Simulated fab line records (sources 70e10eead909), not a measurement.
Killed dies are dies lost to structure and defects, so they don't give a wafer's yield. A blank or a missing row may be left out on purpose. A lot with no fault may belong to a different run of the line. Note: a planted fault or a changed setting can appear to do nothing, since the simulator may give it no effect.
A lot that was struck, set against a sound lot | flow nand-harc | 42 steps out of a route of 1159
Sound: these wafers, L792.1, L792.4, L792.5. Wafers L784.1, L784.3, L784.5 were the ones struck. The cause is named last.
Per side, at each step with rows, come the tool, then ch with its chambers, and then its first start. Under that, the readings that differ: sound wafers | struck wafers | difference of the means | sigmas: that difference in standard deviations of wafers without a fault.
alike: readings with means less than 2 such deviations apart, plus words and numbers identical on both sides. not compared: withheld readings, readings lacking a value on some wafer, bounds such as >300 that could conceal the same value, and numbers that have no deviation in the record and whose values overlap.
The two part at a step that has a row with sigmas, a row that says differs or no value, or rows on one side only. Numbers that don't overlap but have no deviation are shown without sigmas and don't part them. A reading that every wafer of one side lacks parts them only if that side has two wafers or more.

first, 4 steps without rows for these wafers: NHARC_P_M2_PVD_20 (deposits TaN, target thk 5 nm, time 8.06 s); NHARC_P_M2_PVD_21 (deposits Cu, target thk 30 nm, time 20.49 s); NHARC_P_M2_ECD_22 (material Cu, target thk 400 nm); NHARC_P_M2_ANNEAL_31 (time 90 s).
NHARC_P_M2_CMP_23: polishes, t overpolish 20 s, target thk 144.3 nm.
  sound on cmp-02 ch 0,2,3, day 9 13:28; struck on cmp-04 ch 1,2,3, day 7 15:14
  alike: motor-current-A, slurry-flow-ml-min, time-to-endpoint-s
NHARC_P_M2_THK_MEAS_24: measures by xrf.
  struck on film-metro-02, day 7 15:29; sound on film-metro-01, day 9 13:44
  reading     | sound             | struck            | difference | sigmas
  thk-nm (nm) | 142.2 142.4 144.8 | 146.4 148.1 147.4 | +4.2       | +3
after that, 1 step had no rows for these wafers: NHARC_P_M2_SRD_25.
NHARC_P_M2_INSPECT_27:
  struck on defect-inspect-02, day 7 15:40; sound on defect-inspect-02, day 9 13:53
  alike: raw-defect-count
then, 1 step without rows for these wafers: NHARC_P_M2_PRE_CLEAN_32 (time 12 s).
NHARC_P_M2_DEP_33: deposits SiCN, target thk 30 nm.
  sound on pecvd-02 ch 0,1,2, day 9 14:16; struck on pecvd-04 ch 0,1, day 7 15:49
  alike: heater-power-w
then, 1 step without rows for these wafers: NHARC_P_BONDPAD_DEP_00 (deposits SiCN, target thk 250 nm).
NHARC_P_BONDPAD_CMP_32: polishes SiCN, target thk 200 nm.
  sound on cmp-02 ch 1,2, day 9 15:05; struck on cmp-04 ch 1,2,3, day 7 16:42
  alike: motor-current-A, slurry-flow-ml-min
NHARC_P_BONDPAD_THK_MEAS_33: measures by ellipsometry.
  struck on film-metro-01, day 7 16:54; sound on film-metro-01, day 9 15:20
  reading     | sound             | struck            | difference | sigmas
  thk-nm (nm) | 197.2 198.0 197.7 | 200.4 200.0 201.9 | +3.1       | +2
then, 10 steps without rows for these wafers: NHARC_P_BONDPAD_SRD_34; NHARC_P_BONDPAD_DEHYDRATE_01 (time 120 s); NHARC_P_BONDPAD_HMDS_02 (time 30 s); NHARC_P_BONDPAD_COAT_36 (time 65 s); NHARC_P_BONDPAD_COAT_03 (resist thk 600 nm); NHARC_P_BONDPAD_SOFTBAKE_04 (time 70 s); NHARC_P_BONDPAD_EBR_05; NHARC_P_BONDPAD_EXPOSE_06 (exposes mask P BPAD); NHARC_P_BONDPAD_PEB_07 (peb time 80 s); NHARC_P_BONDPAD_DEVELOP_08 (time 50 s).
NHARC_P_BONDPAD_CD_MEAS_09 targets a cd of 500 nm.
  sound on cd-sem-01 ch 0, day 9 15:46; struck on cd-sem-02 ch 0, day 7 17:28
  alike: cd-nm
NHARC_P_BONDPAD_OVL_MEAS_38:
  struck on overlay-02, day 7 17:34; sound on overlay-02, day 9 15:52
  alike: overlay-x-nm, overlay-y-nm
then, 3 steps without rows for these wafers: NHARC_P_BONDPAD_HARDBAKE_10 (time 65 s); NHARC_P_BONDPAD_DESCUM_11 (chemistry O2, time 3 s); NHARC_P_BONDPAD_ETCH_37 (etches the open film in N2/H2, target depth 60 nm, overetch 18 nm, time 65.91 s).
NHARC_P_BONDPAD_ETCH_12: etches the open film in CHF3/O2, target depth 200 nm, time 100 s.
  sound on rie-diel-13 ch 0,2; struck on rie-diel-13 ch 0,2,3
  alike: drypump-motor-current-A, mfc-ar-sccm, oes-product-au, rf-vpp-V, showerhead-plenum-p-Torr, throttle-valve-pct
  not compared: rf-hours-counter-h
NHARC_P_BONDPAD_CD_MEAS_13:
  struck on cd-sem-03, day 7 18:00; sound on cd-sem-01, day 9 16:18
  alike: cd-nm
then, 4 steps without rows for these wafers: NHARC_P_BONDPAD_STRIP_15 (strips in O2); NHARC_P_BONDPAD_ETCH_24 (etches the open film in CF4/N2, target depth 30 nm, time 72.99 s); NHARC_P_BONDPAD_STRIP_16 (strips in post etch residue remover, time 600 s); NHARC_P_BONDPAD_DEGAS_25 (time 60 s).
NHARC_P_BONDPAD_PRE_CLEAN_26: time 30 s.
  sound on pvd-sputter-01; struck on pvd-sputter-03
  alike: heater-power-w
NHARC_P_BONDPAD_PVD_17: deposits TaN, target thk 5 nm, time 8.06 s.
  sound on pvd-sputter-01; struck on pvd-sputter-03
  alike: throttle-valve-pct
then, 4 steps without rows for these wafers: NHARC_P_BONDPAD_PVD_27 (deposits Cu, target thk 30 nm, time 20.49 s); NHARC_P_BONDPAD_ECD_18 (material Cu, target thk 400 nm); NHARC_P_BONDPAD_ANNEAL_28 (time 90 s); NHARC_P_BONDPAD_CMP_19 (polishes, t overpolish 30 s, cu recess touch 16 s, target thk 160.81 nm).
NHARC_P_BONDPAD_THK_MEAS_20: measures by xrf.
  struck on film-metro-01, day 7 20:05; sound on film-metro-01, day 9 18:20
  alike: thk-nm
-- the record jumps here: 14 days lie between the struck wafers' starts before and after (it left off in module P_BONDPAD and takes up again in module END, whose first step shown is number 1159 of the route) --
NHARC_END_SORT_01:
  only the struck wafers appear in the record here, on prober-02 ch 0 at day 21 08:42; the sound ones have no rows

WHERE THEY PART
First at NHARC_P_M2_THK_MEAS_24; last, within this record, at NHARC_END_SORT_01.

WHY: what had been put in by the simulator
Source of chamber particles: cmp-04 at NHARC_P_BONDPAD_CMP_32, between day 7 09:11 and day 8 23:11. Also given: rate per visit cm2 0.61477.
